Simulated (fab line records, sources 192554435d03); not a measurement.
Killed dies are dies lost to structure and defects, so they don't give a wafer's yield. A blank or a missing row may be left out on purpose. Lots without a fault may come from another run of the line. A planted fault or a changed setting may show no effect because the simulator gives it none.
Split-lot experiment | flow n5_finfet | 7 lots, 21 wafers read, on a route of 1938 steps

THE SPLIT
At N5_BEOL_M0_SAQP_SPACER1_ALD_98 (deposits SiO2, target thk 12.8 nm, pulse time 1 s, purge time 2 s), the setting ald_cycles was moved away from the recipe's 138 on 6 of the 21 wafers read, by -14.5% to +15.2%. The other wafers ran this setting at the recipe's value.

FROM THE SPLIT TO THE READING: what the file shows between them, 2 steps
- N5_BEOL_M0_SAQP_SPACER1_ETCHBACK_99: etches SiO2 in CHF3/O2, target depth 15.4 nm, time 7.7 s
- N5_BEOL_M0_SAQP_MANDREL1_REMOVE_100: chemistry HBr/Cl2/O2, target a-Si, stops on SiNx, bt time 10 s

THE READING
cd_nm, in nm, at N5_BEOL_M0_SAQP_CD_MEAS_25 (target cd 13.1 nm). Fault-free wafers of this fab line usually give 12.75 nm, standard deviation 0.23 nm.

wafer  | tool, chamber at the split | ald_cycles as run | against the recipe | cd_nm, nm | against lot-mates on the recipe
L074.1 | ald_sin-03, 3              | 118               | -14.5%             | 10.81     | -1.83
L074.3 | ald_sin-03, 2,3            | 138               | recipe             | 12.57     | -
L074.4 | ald_sin-03, 2,3            | 138               | recipe             | 12.71     | -
L081.4 | ald_sin-03, 0              | 159               | +15.2%             | 14.65     | +1.60
L081.5 | ald_sin-03, 0              | 159               | +15.2%             | 14.86     | +1.81
L081.6 | ald_sin-03, 1              | 138               | recipe             | 13.05     | -
L084.1 | ald_sin-03, 2,1            | 138               | recipe             | 12.70     | -
L084.2 | ald_sin-03, 2,1            | 138               | recipe             | 12.58     | -
L084.6 | ald_sin-03, 3              | 156               | +13.0%             | 14.17     | +1.53
L086.3 | ald_sin-01, 0,1,2          | 138               | recipe             | 12.69     | -
L086.4 | ald_sin-01, 0,1,2          | 138               | recipe             | 13.09     | -
L086.5 | ald_sin-01, 0,1,2          | 138               | recipe             | 12.87     | -
L089.2 | ald_sin-03, 1,3            | 152               | +10.1%             | 14.04     | +1.03
L089.3 | ald_sin-03, 1,3            | 152               | +10.1%             | 14.09     | +1.08
L089.6 | ald_sin-03, 1              | 138               | recipe             | 13.01     | -
L090.2 | ald_sin-01, 2,1,3          | 138               | recipe             | 13.01     | -
L090.3 | ald_sin-01, 2,1,3          | 138               | recipe             | 12.67     | -
L090.5 | ald_sin-01, 2,1,3          | 138               | recipe             | 13.07     | -
L091.3 | ald_sin-03, 0,2,0          | 138               | recipe             | 12.89     | -
L091.4 | ald_sin-03, 0,2,0          | 138               | recipe             | 12.66     | -
L091.6 | ald_sin-03, 0,2,0          | 138               | recipe             | 12.71     | -
Where a row lists several chambers, the file gives one row for several wafers and doesn't say which wafer went through which chamber.

THE FIT
A straight line over all 21 wafers: cd_nm changes by +0.126 nm for each +1% of ald_cycles; r = +0.98; the points scatter about the line by 0.18 nm.
The same after taking each lot's own level away (the mean of its wafers on the recipe; 21 wafers): +0.115 nm for each +1%; r = +0.99; scatter 0.12 nm.
On that fit, the largest move of ald_cycles shifts the reading by 1.8 nm.
The lots' own levels span 12.640 to 13.050 nm, that is 1.8 times the standard deviation above.
So the lot-to-lot level changes the slope little: the two slopes agree.
Check: with one of the wafers moved furthest among these (+15.2%) left out of the fit, the line predicts +1.77 nm for it against its lot-mates. It came out at +1.6 nm against them.

OTHER SPLITS ON THESE WAFERS
These wafers also went through other splits before the reading. Each is held against what the fit with the lots' levels taken away leaves over:
other split on the same wafers          | wafers away from the commonest value | r with cd_nm (lot level and that fit taken away)
N5_SDB_EXPOSE_08 dose_mj                | 5                                    | +0.12
N5_SDB_ETCH_18 source_w                 | 2                                    | +0.13
N5_HKMG_FIN_DESCUM_53 time_s            | 10                                   | +0.10
N5_HKMG_FIN_ETCH_58 source_w            | 6                                    | +0.12
N5_GATE_CUT_COAT_27 spin_rpm            | 6                                    | -0.11
N5_GATE_CUT_DESCUM_18 time_s            | 5                                    | -0.29
N5_MOL_CONTACT_COAG_ALD_27 time_s       | 8                                    | +0.33
N5_MOL_CONTACT_COAG_COAT_76 spin_rpm    | 4                                    | -0.24
N5_MOL_CONTACT_COAG_VIA_ETCH_117 bias_w | 8                                    | -0.12

THE WHOLE CHAIN: every reading that the file lists as answering this split, in the file's order
step                                | what it does                                                      | reading                                                                                     | change (the file's fit)               | r (the file's)
N5_BEOL_M0_SAQP_SPACER1_ALD_98      | deposits SiO2, target thk 12.8 nm, pulse time 1 s, purge time 2 s | SiO2_of_BEOL_M0_SAQP_SPACER1_ALD_98.thk_nm (the simulator's own value, which no gauge read) | +0.128 nm for each +1% of the setting | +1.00
N5_BEOL_M0_SAQP_MANDREL1_REMOVE_100 | chemistry HBr/Cl2/O2, target a-Si, stops on SiNx, bt time 10 s    | SiO2_of_BEOL_M0_SAQP_SPACER1_ALD_98.thk_nm (the simulator's own value, which no gauge read) | +0.125 nm for each +1% of the setting | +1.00
N5_BEOL_M0_SAQP_MANDREL1_REMOVE_100 | chemistry HBr/Cl2/O2, target a-Si, stops on SiNx, bt time 10 s    | BEOL_M0_SAQP.cd_nm (the simulator's own value, which no gauge read)                         | +0.121 nm for each +1% of the setting | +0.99
N5_BEOL_M0_SAQP_CD_MEAS_25          | target cd 13.1 nm                                                 | cd_nm                                                                                       | +0.116 nm for each +1% of the setting | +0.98

THE FILE'S OWN FIT
cd_nm changes by +0.116 nm for each +1% of ald_cycles, r = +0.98.
